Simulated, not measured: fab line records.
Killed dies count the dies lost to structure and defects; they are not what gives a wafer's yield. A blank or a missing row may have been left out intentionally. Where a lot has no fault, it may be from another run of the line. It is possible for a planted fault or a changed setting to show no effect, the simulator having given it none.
Split-lot study -- flow n5 finfet -- 39 wafers read from 7 lots, route of 1938 steps

## THE SPLIT ITSELF
At N5_BEOL_M13_ETCH_68 (etches SOC in N2/H2, time 355 s), the setting time s was moved away from the recipe's 355 s on 9 of the 39 wafers read, by -46.9% to +28.9%. For the rest of the wafers, this setting stayed at what the recipe calls for.

The split's own step is where the reading is taken.

## THE READING
SiARC_of_BEOL_M13_COAT_66.thk nm (the simulator's own value, which no gauge read), in nm, at N5_BEOL_M13_ETCH_68 (etches SOC in N2/H2, time 355 s). The file does not state a usual value for it. The 30 wafers here that ran the recipe average 77.0 nm, standard deviation 0.82 nm.

wafer,"tool, chamber at the split","time s as run, s",against the recipe,"SiARC_of_BEOL_M13_COAT_66.thk nm, nm",against lot-mates on the recipe
L074.1,"rie diel-05, 0",355,recipe,77.6,-
L074.3,"rie diel-05, 3",355,recipe,78.4,-
L074.5,"rie diel-05, 2",355,recipe,77.2,-
L082.1,"rie diel-06, 3",188.4,-46.9%,92.4,+15.5
L082.2,"rie diel-06, 1",188.4,-46.9%,93.2,+16.3
L082.3,"rie diel-06, 0",188.4,-46.9%,92.8,+15.9
L082.4,"rie diel-06, 2",355,recipe,76.6,-
L082.5,"rie diel-06, 0",355,recipe,77.8,-
L082.6,"rie diel-06, 3",355,recipe,76.4,-
L085.1,"rie diel-02, 2",355,recipe,75.8,-
L085.2,"rie diel-02, 0",355,recipe,76,-
L085.3,"rie diel-02, 3,1,3",355,recipe,77.2,-
L085.4,"rie diel-02, 3,1,3",355,recipe,77.2,-
L085.6,"rie diel-02, 3,1,3",355,recipe,77.2,-
L085.5,"rie diel-02, 2",355,recipe,75.6,-
L089.1,"rie diel-06, 2",355,recipe,75.6,-
L089.2,"rie diel-06, 0",355,recipe,77.4,-
L089.3,"rie diel-06, 3",355,recipe,76,-
L089.4,"rie diel-06, 1",355,recipe,77.8,-
L089.5,"rie diel-06, 1",355,recipe,77.6,-
L089.6,"rie diel-06, 2",355,recipe,75.8,-
L096.1,"rie diel-02, 1",355,recipe,77.2,-
L096.2,"rie diel-02, 0",431.5,+21.5%,69.4,-7.5
L096.3,"rie diel-02, 3",355,recipe,77.4,-
L096.4,"rie diel-02, 2",355,recipe,76.2,-
L096.5,"rie diel-02, 0",431.5,+21.5%,69.2,-7.7
L096.6,"rie diel-02, 3",431.5,+21.5%,69.8,-7.1
L093.1,"rie diel-06, 1",355,recipe,78.2,-
L093.5,"rie diel-06, 1",355,recipe,78.2,-
L093.2,"rie diel-06, 3",355,recipe,76.8,-
L093.3,"rie diel-06, 0",355,recipe,78,-
L093.4,"rie diel-06, 2",355,recipe,76.2,-
L093.6,"rie diel-06, 2",355,recipe,76.4,-
L097.1,"rie diel-05, 1",457.6,+28.9%,67.6,-9.7
L097.2,"rie diel-05, 0",457.6,+28.9%,67.4,-9.9
L097.3,"rie diel-05, 2",457.6,+28.9%,67.8,-9.5
L097.4,"rie diel-05, 2,1",355,recipe,77.6,-
L097.5,"rie diel-05, 2,1",355,recipe,77.6,-
L097.6,"rie diel-05, 0",355,recipe,76.6,-
Where a row lists several chambers, the file gives one row for several wafers and doesn't say which wafer went through which chamber.

THE FIT
A straight line over all 39 wafers: SiARC_of_BEOL_M13_COAT_66.thk nm changes by -0.336 nm for each +1% of time s; r = -0.99; the points scatter about the line by 0.76 nm.
The same after taking each lot's own level away (the mean of its wafers on the recipe; 39 wafers): -0.338 nm for each +1%; r = -0.99; scatter 0.67 nm.
According to that fit, moving time s by its largest amount changes the reading by 16 nm.
Across the lots, their own levels run from 76.50 to 77.73 nm, a range of 1.5 times the standard deviation given above.
The two slopes agree, so the slope changes little with the lot-to-lot level.
Check: +16 nm against its lot-mates is what the line predicts for one of the wafers moved furthest among these (-46.9%) when that wafer is left out of the fit. It came out at +15.5 nm against them.

## FURTHER SPLITS ON THESE WAFERS
Other splits were also applied to these wafers ahead of the reading. Each is held against what the fit with the lots' levels taken away leaves over:
other split on the same wafers,wafers away from the commonest value,r with SiARC_of_BEOL_M13_COAT_66.thk nm (lot level and that fit taken away)
N5_BEOL_M12_TRENCH_ETCH_34 time s,15,-0.03

## FILE'S OWN FIT
SiARC_of_BEOL_M13_COAT_66.thk nm changes by -0.338 nm for each +1% of time s, r = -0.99.
